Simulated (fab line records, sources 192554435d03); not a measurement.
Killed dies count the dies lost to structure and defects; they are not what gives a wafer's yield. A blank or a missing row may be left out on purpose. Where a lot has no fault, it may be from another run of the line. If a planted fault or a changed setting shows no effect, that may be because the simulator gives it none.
A lot that was struck, set against a sound lot	flow n5_finfet	15 out of 1938 route steps
Sound: these wafers, L295.2, L295.3, L295.6. Struck: wafers L297.1, L297.5, L297.6. Last of all comes the cause.
Order at every step that has rows: each side's tool, ch and its chambers, its first start. Under that, the readings that differ: sound wafers	struck wafers	difference of the means	sigmas: that difference in standard deviations of wafers without a fault.
alike: readings whose means differ by less than 2 such deviations, and words and numbers that are the same on both sides. not compared: withheld readings, readings that some wafer has no value for, bounds like >300 that may hide the same value, and numbers for which the record gives no deviation and whose values overlap.
The two part at a step that has a row with sigmas, a row that says differs or no value, or rows on one side only. Non-overlapping numbers with no deviation appear without sigmas and do not part them. A reading that every wafer of one side lacks parts them only if that side has two wafers or more.

first, 4 steps without rows for these wafers: N5_BEOL_M4_SOFTBAKE_23 (time 60 s); N5_BEOL_M4_EXPOSE_25 (exposes mask V3, defocus 5 nm); N5_BEOL_M4_PEB_26 (peb time 60 s); N5_BEOL_M4_DEVELOP_27 (develop time 30 s).
N5_BEOL_M4_CD_MEAS_28: target cd 26.2 nm, target cd y 24.1 nm.
  sound on cd_sem-03 ch 0, day 7 23:10; struck on cd_sem-01 ch 0, day 8 00:04
  alike: cd_nm
N5_BEOL_M4_OVL_MEAS_29:
  sound on overlay-01 ch 0, day 7 23:12; struck on overlay-01 ch 0, day 8 00:06
  alike: V3_OVL
N5_BEOL_M4_INSPECT_30: inspects for defects (brightfield).
  sound: defect_inspect-02 at day 7 23:16; struck: defect_inspect-01 at day 8 00:10
  alike: raw_defect_count
N5_BEOL_M4_DESCUM_33: chemistry O2, time 7 s.
  sound on rie_diel-04 ch 0,1,2, day 7 23:25; struck on rie_diel-05 ch 2,3, day 8 00:12
  alike: drypump_motor_current_A, oes_product_au, rf_vpp_V, showerhead_plenum_p_Torr, throttle_valve_pct
  not compared: rf_hours_counter_h
N5_BEOL_M4_ETCH_77: etches underlayer in N2/H2, target depth 6.5 nm, time 5.2 s.
  sound on rie_diel-04 ch 0,1,2, day 7 23:27; struck on rie_diel-05 ch 2,3, day 8 00:14
  alike: drypump_motor_current_A, etch_rf_on_time_s, oes_product_au, rf_vpp_V, showerhead_plenum_p_Torr, throttle_valve_pct
  not compared: rf_hours_counter_h
N5_BEOL_M4_ETCH_69: etches SiARC in CF4, target depth 15.6 nm, time 26 s.
  sound on rie_diel-04 ch 0,1,2, day 7 23:28; struck on rie_diel-05 ch 2,3, day 8 00:15
  alike: drypump_motor_current_A, etch_rf_on_time_s, oes_product_au, rf_vpp_V, showerhead_plenum_p_Torr, throttle_valve_pct
  not compared: rf_hours_counter_h
N5_BEOL_M4_ALD_98: deposits SiO2, target thk 2.5 nm, pulse time 1 s, co reactant pulse time 1 s.
  sound on ald_sin-04 ch 1,2,3, day 7 23:33; struck on ald_sin-04 ch 1,2,3, day 8 00:20
  alike: heater_power_w, precursor_pulse_height_rel
N5_BEOL_M4_ETCHBACK_99: etches SiO2 in CHF3, target depth 5 nm, time 10.4 s.
  sound on rie_diel-04 ch 1,2,3, day 8 07:47; struck on rie_diel-04 ch 1,2,3, day 8 10:48
  alike: drypump_motor_current_A, oes_product_au, rf_vpp_V, showerhead_plenum_p_Torr, throttle_valve_pct
  not compared: rf_hours_counter_h
N5_BEOL_M4_ETCH_70: etches SOC in N2/H2, target depth 80 nm, overetch 24 nm, time 130 s.
  sound on rie_diel-04 ch 1,2,3, day 8 07:50; struck on rie_diel-04 ch 1,2,3, day 8 10:50
reading	sound	struck	difference	sigmas
model.SiARC_of_BEOL_M4_COAT_68.thk_nm (nm)	5.6 5.8 5.6	6.8 7 7	+1.3	
  alike: drypump_motor_current_A, oes_product_au, rf_vpp_V, showerhead_plenum_p_Torr, throttle_valve_pct
  not compared: rf_hours_counter_h
then, 1 step without rows for these wafers: N5_BEOL_M4_STRIP_71 (strips in N2/H2).
N5_BEOL_M4_RC_MEAS_101:
  sound on prober-01 ch 0, day 8 13:41; struck on prober-02 ch 0, day 8 15:33
  alike: DIBL_N, DIBL_P, IOFF_N, IOFF_P, ION_N, ION_P, SS_N, SS_P, VT_N, VT_P

WHERE THEY PART
Nowhere in this record.

WHY: what had been put in by the simulator
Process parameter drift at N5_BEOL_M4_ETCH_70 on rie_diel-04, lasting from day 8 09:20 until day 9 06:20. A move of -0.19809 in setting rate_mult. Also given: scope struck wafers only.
